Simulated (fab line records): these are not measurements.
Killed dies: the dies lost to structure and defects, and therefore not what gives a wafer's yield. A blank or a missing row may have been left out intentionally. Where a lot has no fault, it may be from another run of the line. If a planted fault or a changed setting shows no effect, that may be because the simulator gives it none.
One fault through the eyes of 2 desks / flow n5Finfet / each desk has only its own numbers; what lay behind them comes last

## AT THE METROLOGY DESK
What the gauges read for every lot (on any tool): the sampled wafers with a number, averaged. If a lot's mean is further than 4 standard deviations from the usual mean, the lot is out of limits and carries the mark OUT (the distance appears in the brackets).
Columns: A = cdNm at N5_BEOL_M10_CD_MEAS_11, usual 64.1 nm; B = V9_OVL at N5_BEOL_M10_OVL_MEAS_29, usual -0.1 nm
lot=L783; first seen here=day 10 13:17; A=64.8; B=-0.5
lot=L785; first seen here=day 10 21:28; A=64.5; B=-0.7
lot=L786; first seen here=day 11 07:10; A=62.2; B=0.9
lot=L787; first seen here=day 11 07:20; A=64.2; B=0.6
lot=L789; first seen here=day 12 02:01; A=64.5; B=-0.6
lot=L792; first seen here=day 12 17:49; A=64.4; B=7.6 (+10) OUT
lot=L791; first seen here=day 12 20:21; A=64.3; B=9.1 (+12) OUT
lot=L800; first seen here=day 15 03:30; A=63.0; B=-0.0
lot=L801; first seen here=day 15 12:32; A=64.2; B=-0.4
lot=L806; first seen here=day 16 16:55; A=63.8; B=0.1
lot=L805; first seen here=day 16 22:37; A=64.7; B=0.1
Finding of this desk: L791, L792 out of limits, first seen on L792 at day 12 19:42 (V9_OVL at N5_BEOL_M10_OVL_MEAS_29). L783, L785, L786, L787, L789, L800, L801, L806, L805: within limits.

## THE DEFECT DESK
Inspection counts along the route, by lot: the mean over sampled wafers that carry a number. If a lot's mean is further than 4 standard deviations from the usual mean, the lot is out of limits and carries the mark OUT (the distance appears in the brackets).
Columns: A = rawDefectCount at N5_BEOL_M10_INSPECT_13, usual 423
lot=L783; first seen here=day 10 13:20; A=379
lot=L785; first seen here=day 10 21:32; A=446
lot=L786; first seen here=day 11 07:13; A=408
lot=L787; first seen here=day 11 07:23; A=424
lot=L789; first seen here=day 12 02:04; A=395
lot=L792; first seen here=day 12 17:52; A=444
lot=L791; first seen here=day 12 20:24; A=366
lot=L800; first seen here=day 15 03:34; A=626
lot=L801; first seen here=day 15 12:35; A=425
lot=L806; first seen here=day 16 16:58; A=411
lot=L805; first seen here=day 16 22:40; A=372
This desk's verdict: no lot among the 11 shows anything out of limits.

## BROUGHT TOGETHER
An alarm was possible from the metrology desk at day 12 19:42, on L791, L792.
The defect desk saw nothing out of limits.
The defect desk has L791, L792 on record, within its limits.
N5_BEOL_M10_EXPOSE_25 was run on arfiScanner-03 by each of the lots named.

## WHAT THE SIMULATOR PUT IN
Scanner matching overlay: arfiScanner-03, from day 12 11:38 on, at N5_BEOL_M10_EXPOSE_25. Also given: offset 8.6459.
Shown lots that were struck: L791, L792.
Time in hours between the start of the fault and the first out-of-limits reading at each desk: metrology desk, 8.
